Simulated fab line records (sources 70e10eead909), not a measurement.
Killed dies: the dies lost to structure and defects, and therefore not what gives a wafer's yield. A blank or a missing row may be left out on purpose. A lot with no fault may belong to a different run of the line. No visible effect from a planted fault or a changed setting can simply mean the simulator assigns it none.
Problem report, 8D (eight disciplines) form, completed by code	flow nand harc	the parts of the form that need people (team, actions taken, sign-off) are left out

1. PROBLEM STATEMENT
Mean of run length s at NHARC_A_STAIRCASE_ETCH_25: 71.2 s across 2 wafers in 2 lots; on wafers with no fault it is 61.8 s (standard deviation 0.52). Relative to the usual mean, that is a shift of +18 standard deviations.
The step: etches the open film in C4F8/O2, target depth 100 nm, time 40.5 s.
Earliest sighting: wafer L492.6 on rie diel-12 at day 20 11:01. The record holds 40 wafers of 14 lots with a number at this step. The rule behind "out" and "out of limits": a value lying over 4 standard deviations away from the usual mean. All remaining wafers that have a number are taken as sound.

2. WHAT THIS IS AND IS NOT
question	is	is not
which readings at this step	run length s	oes product au, rf vpp V
which lots	L492, L495	L482, L483, L484, L487, L488, L489, L491, L493, L498, L501, L502, L505
which wafers of those lots	L492.6, L495.6	L492.1, L495.1
read on which tools	rie diel-12	rie diel-03, rie diel-08
when	from day 20 11:01	up to then (19 sound wafers); but 19 sound wafers of L491, L493, L495, L498, L501, L502, L505 came after

3. SUSPECTS, AND WHAT RULES EACH OUT
Counting: a tool at a process step up to the reading stays a suspect if it ran every lot that is out. Sound lots after the first of them don't rule it out here, since some wafers of a struck lot are sound.
- rie diel-12 at NHARC_A_STAIRCASE_TRIM_20 (chemistry O2, time 211.2 s): kept. Every lot that is out went through it, the first being L492 (day 20 10:21); the last sound lot it ran before that was L489 (day 19 00:49).
- rie diel-12 at NHARC_A_STAIRCASE_ETCH_25 (etches the open film in C4F8/O2, target depth 100 nm, time 40.5 s): kept. Every lot that is out went through it, the first being L492 (day 20 11:01); the last sound lot it ran before that was L489 (day 19 01:28). Its own run length s readings are out on those wafers.
- Within rie diel-12 at NHARC_A_STAIRCASE_ETCH_25: the wafers that are out ran in chambers 1, 2; their sound lot-mates ran in chambers 0, 3.
After counting, rie diel-12 at NHARC_A_STAIRCASE_TRIM_20 and rie diel-12 at NHARC_A_STAIRCASE_ETCH_25 remain.

4. THE CAUSE (what the simulator had put in)
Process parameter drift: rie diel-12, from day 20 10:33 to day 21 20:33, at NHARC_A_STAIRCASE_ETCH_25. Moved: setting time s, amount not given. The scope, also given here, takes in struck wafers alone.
Of the 2 suspects that counting leaves, this tool is one.

5. THE EFFECT CHAIN, in route order
Each row: a reading where the mean over the struck wafers with a number is more than 3 standard deviations away from the usual. Only readings for which the record gives a usual standard deviation are gone through. hours: the time from each lot's start at the first step in this table that gives one to its start at this step, as a median over the lots. sigmas: the change in usual standard deviations.
hours	step	reading	usual	on struck wafers	change	sigmas
0	NHARC_A_STAIRCASE_ETCH_25	run length s	61.8 s	71.2	+9.4	+18
It contains these process steps:
- NHARC_A_STAIRCASE_ETCH_25: etches the open film in C4F8/O2, target depth 100 nm, time 40.5 s.

6. HOW IT WOULD HAVE BEEN CAUGHT EARLIER
0 hours passed between the start of the fault at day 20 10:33 and the first reading out of limits in this record, taken at day 20 11:01.
